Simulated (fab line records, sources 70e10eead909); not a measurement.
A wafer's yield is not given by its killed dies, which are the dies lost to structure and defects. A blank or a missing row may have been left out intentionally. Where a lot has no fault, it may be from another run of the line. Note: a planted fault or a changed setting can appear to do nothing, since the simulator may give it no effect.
Comparing a struck lot with a sound one	flow nand harc	26 steps out of a route of 1159
Sound: wafers L842.2, L842.4, L842.5. Wafers L862.2, L862.4, L862.5 were the ones struck. The cause is named last.
For every step that has rows: the tool of each side, followed by ch and its chambers, followed by its first start. Under that, the readings that differ: sound wafers	struck wafers	difference of the means	sigmas: that difference in standard deviations of wafers without a fault.
alike: readings whose means differ by less than 2 such deviations, and words and numbers that are the same on both sides. not compared: withheld readings, readings that some wafer has no value for, bounds like >300 that may hide the same value, and numbers for which the record gives no deviation and whose values overlap.
A row with sigmas, a row that says differs or no value, or rows on one side alone: a step with any of these is where the two part. Non-overlapping numbers with no deviation appear without sigmas and do not part them. A reading missing from all wafers of one side parts the sides only when that side holds two or more wafers.

NHARC_P_ZERO_WELL_DESCUM_54: chemistry O2, time 3 s.
  sound on rie diel-03 ch 1,2, day 2 00:05; struck on rie diel-10 ch 0,1,3, day 7 00:04
  alike: drypump motor current A, oes product au, rf vpp V, showerhead plenum p Torr, throttle valve pct
  not compared: rf hours counter h
then, 5 steps without rows for these wafers: NHARC_P_ZERO_WELL_IMPLANT_55; NHARC_P_ZERO_WELL_IMPLANT_61; NHARC_P_ZERO_WELL_STRIP_56 (strips in SPM, time 840 s); NHARC_P_ZERO_WELL_PRECLEAN_68 (cleans in SC1, time 60 s); NHARC_P_ZERO_WELL_SRD_69.
NHARC_P_ZERO_WELL_RTA_42: time 300 s.
  sound on rtp anneal-01 ch 0, day 2 01:10; struck on rtp anneal-01 ch 0, day 7 01:08
  alike: lamp power pct, lamp_zone_6_pct, wafer_temp_C_max
NHARC_P_ZERO_WELL_INSPECT_43:
  sound on defect inspect-02 at day 2 01:44; struck on defect inspect-01 at day 7 01:43
  alike: raw defect count
then, 4 steps without rows for these wafers: NHARC_P_STI_ETCH_26 (etches SiO2 in dHF, target depth 11 nm); NHARC_P_STI_PRECLEAN_27 (cleans in SC1); NHARC_P_STI_SRD_28; NHARC_P_STI_OXIDE_29 (material SiO2, target thk 10 nm, ox time 1362 s).
NHARC_P_STI_HM_DEP_30: deposits Si3N4, target thk 80 nm, time 873 s.
  sound on lpcvd-01 ch 0, day 2 15:15; struck on lpcvd-01 ch 0, day 7 13:12
reading	sound	struck	difference	sigmas
pressure mtorr (mTorr)	299.9 299.3 299.3	300.0 300.9 301.1	+1.2	+2
  alike: spike tc lower C
then, 9 steps without rows for these wafers: NHARC_P_STI_DEHYDRATE_01 (time 120 s); NHARC_P_STI_HMDS_02 (time 30 s); NHARC_P_STI_COAT_41 (time 65 s); NHARC_P_STI_COAT_03 (resist thk 600 nm); NHARC_P_STI_SOFTBAKE_04 (time 70 s); NHARC_P_STI_EBR_05; NHARC_P_STI_EXPOSE_06 (exposes mask P STI, target cd 200 nm); NHARC_P_STI_PEB_07 (peb time 80 s); NHARC_P_STI_DEVELOP_08 (time 50 s).
NHARC_P_STI_CD_MEAS_09 targets a cd of 200 nm.
  sound on cd sem-03 ch 0, day 2 19:26; struck on cd sem-03 ch 0, day 7 17:22
  alike: cd nm
NHARC_P_STI_OVL_MEAS_10:
  sound on overlay-02 at day 2 19:31; struck on overlay-01 at day 7 17:27
  alike: overlay x nm, overlay y nm
NHARC_P_STI_INSPECT_11:
  sound on defect inspect-01 at day 2 19:34; struck on defect inspect-01 at day 7 17:40
reading	sound	struck	difference	sigmas
raw defect count	5 6 14	15 16 23	+10	+3
  not compared: hold
-- jump in the record: it breaks off in module P_STI and resumes in module END (first step shown: number 1159 of the route), and 19 days separate the struck wafers' starts before and after --
NHARC_END_SORT_01:
  here the record holds rows for the struck wafers (prober-01 ch 0, day 26 14:59) but none for the sound ones

## WHERE THEY PART
First at NHARC_P_STI_HM_DEP_30; last, within this record, at NHARC_END_SORT_01.

WHY: what the simulator had put in
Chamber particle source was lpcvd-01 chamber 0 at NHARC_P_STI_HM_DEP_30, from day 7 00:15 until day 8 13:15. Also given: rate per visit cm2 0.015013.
